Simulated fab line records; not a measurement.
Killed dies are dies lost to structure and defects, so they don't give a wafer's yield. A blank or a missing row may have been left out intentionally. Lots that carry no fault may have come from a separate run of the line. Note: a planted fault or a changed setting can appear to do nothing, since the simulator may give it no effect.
fab line records -- flow nand-harc
[record] lots = 13, wafers = 39, last-day = 34
route steps=1302 shown A_SOURCE_PLATE@423 A_ONON_D1@438 A_CHANNEL_HOLE_D1@450
lots that met no fault: taken from a fault-free run of the same line
start-h: start of the lot's first displayed wafer, in hours after the record's first day -- wait-h: hours elapsed since this lot's preceding step -- " unchanged from the row above -- L1.1+2: a single row standing in for several wafers -- - no value, or no start was given -- * or withheld: withheld -- < > ~ a bound
route shown NAME@n: NAME is a module with steps in the file, n the number in the route of the first one -- usual: the fault-free wafers' mean and standard deviation -- same: alike in all rows -- chamber/n: place in a boat -- sites: each site's reading -- _std_site: the standard deviation of these -- _edge_site: outer sites' mean less inner sites' -- radius-mm: how far each site lies from the wafer's centre -- mask NAME#n: copy n -- behind: the last tool/chamber to shape the wafer -- hold: the reason the lot was held/the length of the hold in hours/how it ended -- device: whichever transistor did not switch (one of n, p or np) -- end of line: the same wafers' tests at the end of the route -- a step with no rows: only its recipe -- killed: not the wafer's yield, but the dies lost to structure and defects at the first sort -- map: a wafer's dies, marking killed ones x, the rest . and places with no die _
set.NAME: the setting that was run; set.NAME@STEP: the one run at that earlier step -- model.NAME: the simulator's own value behind a step, which no gauge read
a sample of lots followed through the steps of the route, with each step as a table and each wafer as a row
services: a tool's chamber out of use, with start hour (start-h, from the record's first day; less than 0 if before it), hours out, and reason
[[steps]]
[step NHARC_A_SOURCE_PLATE_INSPECT_08]
[usual] raw-defect-count = 66/25
lot.wafer,tool,chamber,start-h,wait-h,raw-defect-count
L889.1,defect-inspect-02,-,159.85,0.0,45
L889.2,defect-inspect-02,-,159.85,0.0,54
L889.3,defect-inspect-02,-,159.85,0.0,35
L890.2,defect-inspect-01,-,168.89,0.0,72
L890.3,defect-inspect-01,-,168.89,0.0,69
L890.6,defect-inspect-01,-,168.89,0.0,160
L892.3,defect-inspect-02,-,197.52,0.0,42
L892.4,defect-inspect-02,-,197.52,0.0,48
L892.5,defect-inspect-02,-,197.52,0.0,44
L894.1,defect-inspect-02,-,205.85,0.0,131
L894.5,defect-inspect-02,-,205.85,0.0,121
L894.6,defect-inspect-02,-,205.85,0.0,70
L901.1,defect-inspect-02,-,274.89,0.0,45
L901.4,defect-inspect-02,-,274.89,0.0,32
L901.5,defect-inspect-02,-,274.89,0.0,39
L902.1,defect-inspect-01,-,287.74,0.0,99
L902.2,defect-inspect-01,-,287.74,0.0,82
L902.3,defect-inspect-01,-,287.74,0.0,64
L905.3,defect-inspect-02,-,320.40,0.0,56
L905.4,defect-inspect-02,-,320.40,0.0,83
L905.5,defect-inspect-02,-,320.40,0.0,53
L907.2,defect-inspect-02,-,345.42,0.0,74
L907.5,defect-inspect-02,-,345.42,0.0,58
L907.6,defect-inspect-02,-,345.42,0.0,46
L908.1,defect-inspect-02,-,351.37,0.0,70
L908.4,defect-inspect-02,-,351.37,0.0,80
L908.5,defect-inspect-02,-,351.37,0.0,83
L909.1,defect-inspect-02,-,362.44,0.0,67
L909.3,defect-inspect-02,-,362.44,0.0,46
L909.4,defect-inspect-02,-,362.44,0.0,69
L910.2,defect-inspect-01,-,362.44,0.0,44
L910.3,defect-inspect-01,-,362.44,0.0,90
L910.6,defect-inspect-01,-,362.44,0.0,75
L911.4,defect-inspect-02,-,383.07,0.0,109
L911.5,defect-inspect-02,-,383.07,0.0,45
L911.6,defect-inspect-02,-,383.07,0.0,73
L912.1,defect-inspect-01,-,399.80,0.0,67
L912.2,defect-inspect-01,-,399.80,0.0,30
L912.4,defect-inspect-01,-,399.80,0.0,26
[step NHARC_A_ONON_D1_DEP_19]
[recipe] target-thk-a = 10000, n2-flow-sccm = 2750, n2o-flow-sccm = 2000, nh3-flow-sccm = 500, sih4-flow-sccm = 210, temp-c = 400
[usual] n2-flow-sccm = 2750/7.9
lot.wafer,tool,chamber,start-h,wait-h,n2-flow-sccm
L889.1,pecvd-onon-02,0,170.50,0.1,2739
L889.2,pecvd-onon-02,0,170.50,0.1,2730
L889.3,pecvd-onon-02,0,170.50,0.1,2736
L890.2,pecvd-onon-03,0,180.23,0.1,2740
L890.3,pecvd-onon-03,0,180.23,0.1,2760
L890.6,pecvd-onon-03,0,180.23,0.1,2759
L892.3,pecvd-onon-01,0,209.30,0.2,2751
L892.4,pecvd-onon-01,0,209.30,0.2,2742
L892.5,pecvd-onon-01,0,209.30,0.2,2733
L894.1,pecvd-onon-01,0,217.38,0.1,2765
L894.5,pecvd-onon-01,0,217.38,0.1,2743
L894.6,pecvd-onon-01,0,217.38,0.1,2744
L901.1,pecvd-onon-01,0,284.27,0.1,2741
L901.4,pecvd-onon-01,0,284.27,0.1,2740
L901.5,pecvd-onon-01,0,284.27,0.1,2742
L902.1,pecvd-onon-02,0,298.38,0.1,2749
L902.2,pecvd-onon-02,0,298.38,0.1,2760
L902.3,pecvd-onon-02,0,298.38,0.1,2763
L905.3,pecvd-onon-02,0,331.17,0.2,2756
L905.4,pecvd-onon-02,0,331.17,0.2,2762
L905.5,pecvd-onon-02,0,331.17,0.2,2749
L907.2,pecvd-onon-02,0,356.20,0.1,2739
L907.5,pecvd-onon-02,0,356.20,0.1,2748
L907.6,pecvd-onon-02,0,356.20,0.1,2738
L908.1,pecvd-onon-01,0,362.03,0.1,2741
L908.4,pecvd-onon-01,0,362.03,0.1,2737
L908.5,pecvd-onon-01,0,362.03,0.1,2746
L909.1,pecvd-onon-01,0,373.69,0.1,2760
L909.3,pecvd-onon-01,0,373.69,0.1,2742
L909.4,pecvd-onon-01,0,373.69,0.1,2748
L910.2,pecvd-onon-03,0,373.99,0.1,2769
L910.3,pecvd-onon-03,0,373.99,0.1,2750
L910.6,pecvd-onon-03,0,373.99,0.1,2756
L911.4,pecvd-onon-03,0,395.36,0.2,2748
L911.5,pecvd-onon-03,0,395.36,0.2,2766
L911.6,pecvd-onon-03,0,395.36,0.2,2753
L912.1,pecvd-onon-01,0,410.31,0.1,2756
L912.2,pecvd-onon-01,0,410.31,0.1,2745
L912.4,pecvd-onon-01,0,410.31,0.1,2752
[step NHARC_A_ONON_D1_THK_MEAS_21]
[recipe] thk-meas-gauge = ellipsometry
[usual] thk-nm = 1001/9.8
lot.wafer,tool,chamber,start-h,wait-h,thk-nm
L889.1,film-metro-01,-,171.01,-,992
L889.2,film-metro-01,-,171.01,-,993
L889.3,film-metro-01,-,171.01,-,991
L890.2,film-metro-02,-,180.68,-,996
L890.3,film-metro-02,-,180.68,-,997
L890.6,film-metro-02,-,180.68,-,996
L892.3,film-metro-02,-,209.70,-,985
L892.4,film-metro-02,-,209.70,-,985
L892.5,film-metro-02,-,209.70,-,985
L894.1,film-metro-01,-,217.90,-,1022
L894.5,film-metro-01,-,217.90,-,1023
L894.6,film-metro-01,-,217.90,-,1025
L901.1,film-metro-02,-,284.78,-,992
L901.4,film-metro-02,-,284.78,-,960
L901.5,film-metro-02,-,284.78,-,959
L902.1,film-metro-02,-,298.89,-,1008
L902.2,film-metro-02,-,298.89,-,1008
L902.3,film-metro-02,-,298.89,-,1007
L905.3,film-metro-02,-,331.56,-,997
L905.4,film-metro-02,-,331.56,-,997
L905.5,film-metro-02,-,331.56,-,996
L907.2,film-metro-02,-,356.65,-,1006
L907.5,film-metro-02,-,356.65,-,1005
L907.6,film-metro-02,-,356.65,-,1005
L908.1,film-metro-01,-,362.54,-,998
L908.4,film-metro-01,-,362.54,-,998
L908.5,film-metro-01,-,362.54,-,998
L909.1,film-metro-01,-,374.20,-,1012
L909.3,film-metro-01,-,374.20,-,1010
L909.4,film-metro-01,-,374.20,-,1008
L910.2,film-metro-01,-,374.44,-,1001
L910.3,film-metro-01,-,374.44,-,1002
L910.6,film-metro-01,-,374.44,-,1000
L911.4,film-metro-02,-,395.70,-,1011
L911.5,film-metro-02,-,395.70,-,1011
L911.6,film-metro-02,-,395.70,-,1014
L912.1,film-metro-02,-,410.82,-,1016
L912.2,film-metro-02,-,410.82,-,1014
L912.4,film-metro-02,-,410.82,-,1015
[step NHARC_A_ONON_D1_DEP_33]
[recipe] target-thk-a = 2000, temp-c = 400, pressure-torr = 6.5, rf-w = 900, teos-flow-sccm = 161.4, flow-sccm = 2650, target-thk-nm = 200, gas = O2, material = SiO2
[usual] heater-power-w = 627/89, mfc-precursor-sccm = 161.4/0.44, throttle-valve-pct = 15.6/0.49
lot.wafer,tool,chamber,start-h,wait-h,heater-power-w,mfc-precursor-sccm,throttle-valve-pct
L889.3,pecvd-03,2,172.77,0.1,576,161.8,15.5
L889.1,pecvd-03,0,172.77,0.1,673,161.2,16.0
L889.2,pecvd-03,1,172.77,0.1,774,161.2,15.2
L890.2,pecvd-03,2,182.48,0.1,495,161.7,15.3
L890.3,pecvd-03,0,182.48,0.1,597,161.6,16.1
L890.6,pecvd-03,0,182.48,0.1,604,161.5,15.9
L892.3,pecvd-03,1,211.77,0.4,760,161.5,14.4
L892.5,pecvd-03,0,211.77,0.4,729,161.3,15.3
L892.4,pecvd-03,1,211.77,0.4,770,160.9,14.9
L894.1,pecvd-03,0,219.66,0.1,661,162.0,15.2
L894.5,pecvd-03,1,219.66,0.1,769,162.1,14.9
L894.6,pecvd-03,2,219.66,0.1,541,161.4,15.4
L901.1,pecvd-02,1,286.63,0.1,565,161.8,16.0
L901.4,pecvd-02,2,286.63,0.1,387,160.9,16.5
L901.5,pecvd-02,0,286.63,0.1,711,161.1,15.0
L902.1,pecvd-04,2,300.76,0.2,605,161.2,15.8
L902.3,pecvd-04,0,300.76,0.2,700,161.8,15.7
L902.2,pecvd-04,1,300.76,0.2,672,161.5,16.4
L905.3,pecvd-04,2,333.40,0.1,580,160.8,16.2
L905.5,pecvd-04,1,333.40,0.1,634,160.7,16.2
L905.4,pecvd-04,2,333.40,0.1,602,161.1,16.0
L907.2,pecvd-03,2,358.41,0.1,578,161.4,15.3
L907.5,pecvd-03,2,358.41,0.1,419,161.4,15.6
L907.6,pecvd-03,1,358.41,0.1,693,162.2,15.1
L908.1,pecvd-04,1,364.63,0.1,617,161.8,16.2
L908.5,pecvd-04,2,364.63,0.1,589,161.6,16.0
L908.4,pecvd-04,1,364.63,0.1,624,161.6,16.4
L909.1,pecvd-04,2,375.99,0.1,570,161.1,15.9
L909.3,pecvd-04,0,375.99,0.1,716,162.0,15.7
L909.4,pecvd-04,2,375.99,0.1,589,160.8,16.0
L910.3,pecvd-04,1,376.26,0.1,577,161.8,16.4
L910.2,pecvd-04,2,376.26,0.1,601,162.1,16.3
L910.6,pecvd-04,2,376.26,0.1,605,162.1,16.1
L911.5,pecvd-03,0,397.60,0.2,704,161.1,15.0
L911.6,pecvd-03,1,397.60,0.2,611,162.0,15.4
L911.4,pecvd-03,2,397.60,0.2,540,161.0,15.7
L912.1,pecvd-04,1,412.61,0.1,555,161.3,16.5
L912.2,pecvd-04,2,412.61,0.1,619,161.4,16.1
L912.4,pecvd-04,2,412.61,0.1,620,161.6,16.3
[step NHARC_A_CHANNEL_HOLE_D1_DEP_00]
[recipe] target-thk-a = 31000, temp-c = 400, material = aC
[usual] throttle-valve-pct = 35.001/0.0091
lot.wafer,tool,chamber,start-h,wait-h,throttle-valve-pct
L889.1,acl-dep-03,0,174.41,1.1,35.004
L889.2,acl-dep-03,0,174.41,1.1,34.994
L889.3,acl-dep-03,0,174.41,1.1,34.981
L890.2,acl-dep-01,0,183.30,0.4,34.995
L890.3,acl-dep-01,0,183.30,0.4,34.995
L890.6,acl-dep-01,0,183.30,0.4,35.006
L892.3,acl-dep-01,0,212.94,0.7,35.006
L892.4,acl-dep-01,0,212.94,0.7,34.999
L892.5,acl-dep-01,0,212.94,0.7,35.000
L894.1,acl-dep-01,0,220.48,0.3,35.000
L894.5,acl-dep-01,0,221.75,1.6,34.989
L894.6,acl-dep-01,0,221.75,1.6,35.019
L901.1,acl-dep-01,0,287.10,0.1,34.992
L902.1,acl-dep-01,0,301.42,0.2,34.993
L902.2,acl-dep-01,0,301.42,0.2,34.980
L902.3,acl-dep-01,0,301.42,0.2,34.992
L905.3,acl-dep-01,0,335.95,2.1,35.008
L905.4,acl-dep-01,0,335.95,2.1,35.010
L905.5,acl-dep-01,0,335.95,2.1,34.988
L907.2,acl-dep-02,0,359.29,0.4,35.002
L907.5,acl-dep-02,0,359.29,0.4,34.999
L907.6,acl-dep-02,0,359.29,0.4,35.017
L908.1,acl-dep-03,0,368.85,3.8,35.004
L908.4,acl-dep-03,0,368.85,3.8,34.996
L908.5,acl-dep-03,0,368.85,3.8,35.008
L909.1,acl-dep-03,0,379.52,3.1,34.997
L909.3,acl-dep-03,0,379.52,3.1,34.984
L909.4,acl-dep-03,0,379.52,3.1,34.998
L910.2,acl-dep-03,0,381.75,5.1,35.005
L910.3,acl-dep-03,0,381.75,5.1,35.005
L910.6,acl-dep-03,0,381.75,5.1,35.005
L911.4,acl-dep-02,0,401.44,3.5,35.015
L911.5,acl-dep-02,0,401.44,3.5,35.009
L911.6,acl-dep-02,0,401.44,3.5,34.994
L912.1,acl-dep-02,0,413.11,0.1,35.004
L912.2,acl-dep-02,0,413.11,0.1,34.999
L912.4,acl-dep-02,0,413.11,0.1,34.993
[[services]]
tool,chamber,start-h,hours,kind
pecvd-03,-,185.00,13.0,pm
pecvd-03,0,185.00,13.0,vent-cycle
pecvd-03,1,185.00,13.0,vent-cycle
pecvd-03,2,185.00,13.0,vent-cycle
pecvd-onon-02,-,185.22,13.0,pm
acl-dep-01,-,187.84,13.0,pm
pecvd-onon-02,-,214.53,5.3,repair
pecvd-onon-03,-,227.00,13.0,pm
pecvd-02,-,228.10,13.0,pm
acl-dep-02,-,244.36,13.0,pm
pecvd-02,2,247.41,11.4,repair
pecvd-onon-01,-,269.00,13.0,pm
pecvd-04,-,269.07,13.0,pm
pecvd-03,-,299.35,1.8,repair
acl-dep-03,-,304.49,13.0,pm
pecvd-04,1,312.43,6.7,repair
pecvd-02,-,340.94,1.7,repair
pecvd-03,-,366.00,13.0,pm
pecvd-onon-02,-,366.22,13.0,pm
acl-dep-01,-,371.64,13.0,pm
pecvd-02,-,399.82,0.9,repair
pecvd-02,2,402.11,4.4,repair
pecvd-onon-03,-,408.00,13.0,pm
pecvd-02,-,409.10,13.0,pm
[[key]]
[first-sign] step = NHARC_A_ONON_D1_THK_MEAS_21, reading = thk-nm, direction = down, sigmas = 4.3, usual = 1001, struck = 959
effect none on later readings
met-at NHARC_A_ONON_D1_DEP_19
struck-lots L901
struck-wafers L901.4,L901.5
later-rows-left-out L901.4,L901.5
sort-left-out L901.4,L901.5
tester-left-out L901
not-acting-at NHARC_A_SOURCE_PLATE_INSPECT_08,NHARC_A_ONON_D1_DEP_33,NHARC_A_CHANNEL_HOLE_D1_DEP_00
onset-between 217.38 284.27
[fault] kind = process-parameter-drift, tool = pecvd-onon-01, chamber = -, onset-h = 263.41, steps = NHARC_A_ONON_D1_DEP_19, channel = target-thk-a, offset = *, shape = step, end-h = 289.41, scope = struck-wafers-only, acts-in = *, stated = *
// tester-left-out: of these lots the tester's yield and bins aren't shown, on N5 and GAA mostly nor the transistor test; their killed dies are dies lost to structure and defects alone, not to doping, threshold or leakage, so they don't give the yield
// sort-left-out: the simulated sort isn't trusted on such a fault, so these wafers' sort isn't shown, and their yield isn't known
// later-rows-left-out: the simulator's readings of these wafers behind a module that went badly wrong aren't trusted and aren't shown, but for the sort
